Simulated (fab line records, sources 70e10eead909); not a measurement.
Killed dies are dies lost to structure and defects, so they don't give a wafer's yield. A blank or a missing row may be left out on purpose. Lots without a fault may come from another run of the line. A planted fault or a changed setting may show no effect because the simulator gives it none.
fab line records | flow nand_harc | part 2 of 2: steps 5 to 6 of 6
record lots=23 wafers=69 last_day=33
route steps=1302 shown A_WL_FILL@967 A_CONTACT@986
lots that met no fault: from a run of the same line without faults
start_h: hours from the record's first day to the start of the lot's first wafer shown | wait_h: hours since the lot's step before | " the same as in the row above | L1.1+2: a row that stands for several wafers | - no value, or no start given | * or withheld: withheld | < > ~ a bound
route shown NAME@n: a module of which the file shows steps, and the number in the route of the first | usual: mean/standard deviation of fault-free wafers | same: alike in all rows | chamber/n: place in a boat | sites: the reading at each site | _std_site: their standard deviation | _edge_site: outer sites' mean less inner sites' | radius_mm: how far each site lies from the wafer's centre | mask NAME#n: copy n | behind: the tool/chamber that last shaped the wafer | hold: why the lot was held/for how many hours/how that ended | device: the transistor (n, p or np) that didn't switch | end of line: the same wafers' tests at the end of the route | a step without rows: its recipe alone | killed: dies lost to structure and defects at the first sort, not the wafer's yield | map: a wafer's dies, x killed, . not, _ none there
set.NAME: the setting as run; set.NAME@STEP: as run at that earlier step | model.NAME: the simulator's own value behind a step, which no gauge read
steps of the route over a sample of lots; a table a step, a row a wafer
services: from which hour (start_h, from the record's first day; less than 0 if before it) a tool's chamber was out of use, for how many hours, and why
## steps
# step NHARC_A_CONTACT_ETCH_90
# recipe target_depth_a=400 over_etch_frac=0.5 time_s=85.7 ion_energy_ev=120 ch3f_flow_sccm=50 o2_flow_sccm=30 ar_flow_sccm=200 rf_w=500 bias_w=100 chemistry=CH3F/O2
# usual chamber_pressure_mTorr=25.001/0.025 drypump_motor_current_A=5.7/0.54 oes_product_au=0.96/0.036 rf_vpp_V=244.8/1.3 showerhead_plenum_p_Torr=2.49/0.087 throttle_valve_pct=20.663/0.009
# columns lot.wafer tool chamber start_h wait_h chamber_pressure_mTorr drypump_motor_current_A oes_product_au rf_hours_counter_h rf_vpp_V showerhead_plenum_p_Torr throttle_valve_pct
L075.2 rie_diel-07 2 488.49 0.8 24.987 5.8 1.00 2 241.7 2.29 20.674
L075.3 " 3 " " 24.997 6.1 1.01 2 245.6 2.53 20.674
L075.1 " 0 " " 25.023 5.9 1.00 2 245.0 2.54 20.663
L074.4 rie_diel-05 2 510.66 0.7 25.015 6.2 0.91 33 246.2 2.62 20.668
L074.1 " 0 " " 25.019 4.7 0.94 33 244.8 2.50 20.682
L074.3 " 1 " " 25.026 5.5 0.93 29 242.0 2.33 20.670
L076.2 rie_diel-06 1 513.71 0.9 25.013 5.1 0.91 4 243.2 2.40 20.664
L076.6 " 1 " " 24.966 5.1 0.90 - 244.7 2.40 20.663
L076.5 " 2 " " 25.015 6.2 0.93 - 244.5 2.52 20.663
L077.2 rie_diel-06 0 521.06 0.8 25.016 6.4 0.96 5 244.4 2.57 20.678
L077.3 " 2 " " 25.041 6.3 0.97 5 244.7 2.52 20.643
L077.5 " 3 " " 25.040 5.4 0.98 - 243.7 2.46 20.665
L078.3 rie_diel-06 1 534.22 0.7 24.964 5.0 0.99 7 244.4 2.40 20.655
L078.4 " 2 " " 24.988 6.3 1.01 7 246.0 2.52 20.669
L078.6 " 1 " " 25.002 5.0 0.99 - 243.5 2.40 20.681
L079.3 rie_diel-05 2 536.07 0.7 24.969 6.2 0.92 41 245.4 2.62 20.661
L079.2 " 0 " " 25.009 4.7 0.92 42 243.5 2.50 20.663
L079.5 " 0 " " 25.005 4.7 0.93 - 244.7 2.50 20.658
L082.2 rie_diel-05 2 568.79 0.8 25.003 6.2 0.91 50 244.9 2.62 20.658
L082.1 " 3 " " 24.982 5.3 0.92 49 244.7 2.47 20.661
L082.6 " 3 " " 25.017 5.3 0.92 - 244.6 2.47 20.661
L080.1 rie_diel-06 0 573.30 1.0 24.988 6.4 0.94 11 247.1 2.57 20.666
L080.3 " 3 " " 25.016 5.3 0.94 11 244.1 2.46 20.674
L080.6 " 1 " " 25.005 5.1 0.92 - 244.2 2.40 20.655
L083.1 rie_diel-07 2 578.46 1.0 24.999 5.7 0.93 34 241.5 2.28 20.651
L083.3 " 3 " " 25.035 6.1 0.93 38 244.5 2.51 20.685
L083.5 " 3 " " 25.036 6.1 0.93 - 245.7 2.51 20.657
L084.4 rie_diel-05 0 611.30 0.7 24.995 4.7 1.00 4 245.0 2.49 20.674
L084.6 " 2 " " 25.033 6.2 0.99 - 246.7 2.61 20.667
L084.5 " 3 " " 24.977 5.3 1.02 - 244.3 2.47 20.656
L086.3 rie_diel-06 2 621.41 0.7 24.943 6.3 1.00 20 245.9 2.52 20.660
L086.1 " 1 " " 25.016 5.1 0.99 19 244.2 2.40 20.675
L086.6 " 2 " " 25.005 6.3 0.99 - 245.7 2.52 20.664
L085.1 rie_diel-06 2 623.60 0.9 24.999 6.2 0.93 20 245.3 2.52 20.670
L085.4 " 1 " " 24.943 5.1 0.92 19 243.3 2.40 20.676
L085.6 " 3 " " 25.003 5.3 0.94 - 245.1 2.46 20.656
L087.2 rie_diel-06 1 625.07 0.9 25.004 5.1 0.99 19 244.5 2.40 20.652
L087.4 " 3 " " 24.984 5.4 1.02 18 243.5 2.46 20.662
L087.5 " 1 " " 24.993 5.1 1.00 - 243.0 2.40 20.661
L089.3 rie_diel-06 0 638.94 0.8 25.000 6.4 0.92 21 245.5 2.56 20.666
L089.1 " 1 " " 25.016 5.1 0.93 23 244.2 2.40 20.659
L089.5 " 2 " " 25.027 6.3 1.02 - 244.5 2.51 20.668
L088.4 rie_diel-06 1 642.72 0.6 24.992 5.0 0.98 24 243.4 2.40 20.669
L088.3 " 2 " " 25.026 6.3 1.00 22 244.4 2.51 20.660
L088.5 " 1 " " 25.000 5.0 0.99 - 244.2 2.40 20.663
L092.1 rie_diel-05 1 653.21 0.8 25.004 5.5 0.92 22 242.2 2.31 20.660
L092.4 " 0 " " 24.977 4.7 0.92 21 244.5 2.48 20.663
L092.5 " 1 " " 25.023 5.5 0.92 - 241.3 2.31 20.651
L090.4 rie_diel-06 2 658.15 0.8 24.919 6.3 0.94 27 245.3 2.51 20.655
L090.1 " 3 " " 24.981 5.3 0.94 27 243.8 2.46 20.678
L090.5 " 1 " " 24.988 5.0 0.93 - 243.0 2.40 20.670
L091.4 rie_diel-07 0 662.91 0.7 24.955 5.9 1.00 1 245.4 2.52 20.652
L091.2 " 3 " " 24.984 6.2 1.01 1 245.3 2.50 20.666
L091.5 " 1 " " 25.028 5.8 1.01 - 246.0 2.61 20.657
L093.1 rie_diel-05 1 697.26 1.0 25.005 5.5 0.93 34 243.4 2.31 20.656
L093.4 " 2 " " 24.984 6.2 0.94 30 246.3 2.60 20.661
L093.5 " 1 " " 24.994 5.5 0.93 - 242.7 2.31 20.651
L095.3 rie_diel-05 0 701.10 0.7 25.039 4.7 0.92 35 244.7 2.48 20.666
L095.2 " 2 " " 25.054 6.2 0.92 31 246.2 2.60 20.671
L095.6 " 0 " " 24.996 4.7 0.94 - 244.3 2.48 20.664
L097.4 rie_diel-06 0 705.40 0.7 24.983 6.4 0.97 4 244.7 2.56 20.666
L097.3 " 1 " " 25.003 5.1 0.95 5 241.4 2.39 20.663
L097.6 " 3 " " 24.971 5.3 0.95 - 243.5 2.45 20.661
L094.1 rie_diel-07 0 707.00 0.9 25.035 5.9 0.92 17 244.4 2.51 20.671
L094.4 " 1 " " 25.013 5.8 0.94 15 246.4 2.60 20.655
L094.2 " 2 " " 25.012 5.8 0.94 20 247.1 2.65 20.675
L096.1 rie_diel-05 0 724.14 0.9 24.987 4.7 0.93 46 244.1 2.47 20.660
L096.6 " 2 " " 24.982 6.2 0.93 - 246.2 2.60 20.652
L096.5 " 3 " " 25.011 5.3 0.95 - 244.5 2.45 20.669
# step NHARC_A_CONTACT_STRIP_55
# recipe o2_flow_sccm=500 ar_flow_sccm=0 bias_w=0 chemistry=O2
# usual chamber_pressure_mTorr=60.00/0.051 drypump_motor_current_A=5.7/0.54 oes_product_au=1.003/0.0094 rf_vpp_V=57.9/0.86 showerhead_plenum_p_Torr=3.56/0.13 throttle_valve_pct=17.036/0.0091
# columns lot.wafer tool chamber start_h wait_h chamber_pressure_mTorr drypump_motor_current_A oes_product_au rf_hours_counter_h rf_vpp_V showerhead_plenum_p_Torr throttle_valve_pct
L075.2 rie_diel-07 2 - - 60.11 5.7 0.996 2 58.0 3.29 17.035
L075.1 " 3 " " 60.00 6.1 0.989 2 59.2 3.62 17.039
L075.3 " 0 " " 59.96 6.0 0.993 2 58.6 3.65 17.036
L074.1 rie_diel-06 0 - - 59.93 6.4 0.991 3 58.2 3.68 17.027
L074.3 " 1 " " 59.94 5.1 1.004 4 59.5 3.45 17.033
L074.4 " 2 " " 60.00 6.3 1.009 4 59.7 3.62 17.029
L076.2 rie_diel-06 2 - - 60.05 6.3 1.006 4 58.6 3.62 17.046
L076.5 " 3 " " 59.99 5.3 0.999 - 57.9 3.54 17.047
L076.6 " 0 " " 60.10 6.4 0.989 - 59.1 3.68 17.024
L077.3 rie_diel-07 3 - - 59.97 6.2 0.998 15 59.0 3.62 17.041
L077.2 " 1 " " 60.03 5.8 1.006 18 58.1 3.76 17.048
L077.5 " 3 " " 60.01 6.1 1.000 - 56.7 3.62 17.030
L078.3 rie_diel-05 0 - - 60.02 4.7 1.006 42 59.4 3.58 17.034
L078.4 " 3 " " 59.95 5.3 0.998 39 57.1 3.55 17.034
L078.6 " 1 " " 60.01 5.5 1.009 - 57.6 3.35 17.035
L079.2 rie_diel-06 1 - - 60.02 5.0 0.986 7 58.9 3.45 17.043
L079.3 " 3 " " 60.01 5.3 0.997 7 58.3 3.54 17.039
L079.5 " 1 " " 60.08 5.1 0.993 - 57.6 3.45 17.030
L082.2 rie_diel-05 2 - - 59.95 6.2 0.999 51 60.4 3.75 17.026
L082.1 " 3 " " 60.05 5.3 0.998 49 57.7 3.55 17.035
L082.6 " 0 " " 60.03 4.7 1.013 - 58.6 3.58 17.032
L080.1 rie_diel-07 2 - - 60.10 5.7 1.000 33 57.2 3.28 17.051
L080.3 " 3 " " 60.01 6.2 1.003 37 57.1 3.60 17.019
L080.6 " 1 " " 59.98 5.8 1.002 - 57.7 3.75 17.044
L083.3 rie_diel-06 0 - - 60.02 6.4 1.001 12 57.7 3.68 17.038
L083.1 " 2 " " 59.96 6.3 1.006 12 59.4 3.61 17.038
L083.5 " 0 " " 60.02 6.4 1.010 - 57.7 3.68 17.035
L084.4 rie_diel-06 2 - - 60.08 6.3 1.014 18 58.2 3.61 17.040
L084.6 " 3 " " 59.96 5.4 1.024 - 56.9 3.53 17.042
L084.5 " 0 " " 59.97 6.4 1.013 - 58.6 3.67 17.030
L086.1 rie_diel-06 0 - - 60.05 6.4 1.005 18 58.2 3.67 17.021
L086.3 " 2 " " 60.03 6.3 1.019 20 59.1 3.61 17.042
L086.6 " 0 " " 59.90 6.4 1.017 - 58.8 3.67 17.039
L085.1 rie_diel-07 1 - - 60.01 5.8 1.003 50 59.7 3.74 17.042
L085.4 " 0 " " 60.01 5.9 1.004 46 57.8 3.62 17.030
L085.6 " 1 " " 59.98 5.8 0.993 - 58.5 3.74 17.043
L087.2 rie_diel-06 0 - - 59.94 6.4 1.000 18 58.2 3.67 17.044
L087.4 " 1 " " 59.95 5.1 1.001 19 58.1 3.45 17.054
L087.5 " 3 " " 60.06 5.3 1.005 - 58.5 3.53 17.028
L089.3 rie_diel-05 1 - - 60.00 5.5 0.997 14 56.9 3.33 17.048
L089.1 " 3 " " 60.07 5.3 1.017 12 58.3 3.54 17.026
L089.5 " 1 " " 60.03 5.5 0.992 - 56.1 3.33 17.036
L088.3 rie_diel-06 1 - - 60.01 5.1 1.000 25 57.2 3.44 17.040
L088.4 " 3 " " 60.00 5.4 1.006 24 57.6 3.53 17.034
L088.5 " 1 " " 59.99 5.1 0.996 - 57.5 3.44 17.046
L092.1 rie_diel-05 0 - - 59.94 4.7 1.001 21 56.6 3.56 17.037
L092.4 " 3 " " 60.03 5.3 1.024 19 58.1 3.53 17.028
L092.5 " 0 " " 60.07 4.7 0.999 - 57.2 3.56 17.042
L090.1 rie_diel-07 1 - - 60.00 5.8 1.006 1 57.5 3.73 17.044
L090.4 " 3 " " 60.07 6.1 0.985 0 57.1 3.59 17.045
L090.5 " 2 " " 59.93 5.7 1.004 - 58.4 3.81 17.031
L091.4 rie_diel-05 3 - - 59.96 5.3 1.006 23 56.7 3.53 17.030
L091.2 " 1 " " 60.05 5.5 0.995 25 55.6 3.33 17.053
L091.5 " 3 " " 59.93 5.3 1.005 - 57.5 3.53 17.006
L093.4 rie_diel-05 2 - - 59.95 6.2 1.005 30 59.4 3.72 17.028
L093.1 " 0 " " 59.97 4.7 1.009 34 57.2 3.56 17.036
L093.5 " 3 " " 60.05 5.3 1.024 - 57.8 3.53 17.023
L095.2 rie_diel-05 3 - - 60.03 5.3 1.026 36 58.3 3.52 17.036
L095.3 " 0 " " 60.02 4.7 1.001 37 57.3 3.56 17.043
L095.6 " 0 " " 60.02 4.7 1.004 - 58.3 3.56 17.034
L097.3 rie_diel-06 3 - - 60.06 5.3 0.995 4 58.3 3.52 17.025
L097.4 " 0 " " 60.10 6.4 0.995 4 57.3 3.66 17.026
L097.6 " 0 " " 60.02 6.4 1.005 - 59.0 3.66 17.021
L094.2 rie_diel-07 0 - - 59.96 5.9 1.004 17 58.2 3.60 17.049
L094.4 " 2 " " 60.00 5.7 1.007 20 58.3 3.80 17.048
L094.1 " 3 " " 60.07 6.1 1.004 19 60.0 3.58 17.052
L096.1 rie_diel-06 1 - - 59.91 5.1 0.993 8 57.1 3.44 17.033
L096.5 " 1 " " 60.08 5.1 0.987 - 58.7 3.43 17.041
L096.6 " 2 " " 59.93 6.3 1.009 - 56.1 3.60 17.032
## services
# columns tool chamber start_h hours kind
rie_diel-06 1 462.22 10.3 repair
rie_diel-05 - 466.57 7.1 repair
rie_diel-07 - 471.20 9.0 pm
pecvd-01 1 473.69 2.0 repair
rie_diel-11 3 482.40 7.4 repair
rie_diel-06 - 484.35 9.0 pm
pecvd-01 - 492.00 13.0 pm
rie_diel-07 0 497.96 6.9 repair
rie_diel-08 1 516.65 3.9 repair
rie_diel-05 1 535.89 5.3 repair
rie_diel-08 - 544.80 9.0 pm
rie_diel-05 0 553.50 2.5 repair
rie_diel-07 2 560.00 1.7 repair
rie_diel-08 1 582.08 7.9 repair
rie_diel-05 - 583.75 9.0 pm
rie_diel-11 - 609.50 9.0 pm
rie_diel-05 3 611.77 3.0 repair
rie_diel-06 2 630.23 8.0 repair
rie_diel-11 3 648.69 1.2 repair
rie_diel-11 - 655.03 1.7 repair
rie_diel-06 - 661.35 9.0 pm
rie_diel-11 2 683.94 85.7 repair
rie_diel-11 - 697.85 0.3 repair
rie_diel-11 3 711.73 7.1 repair
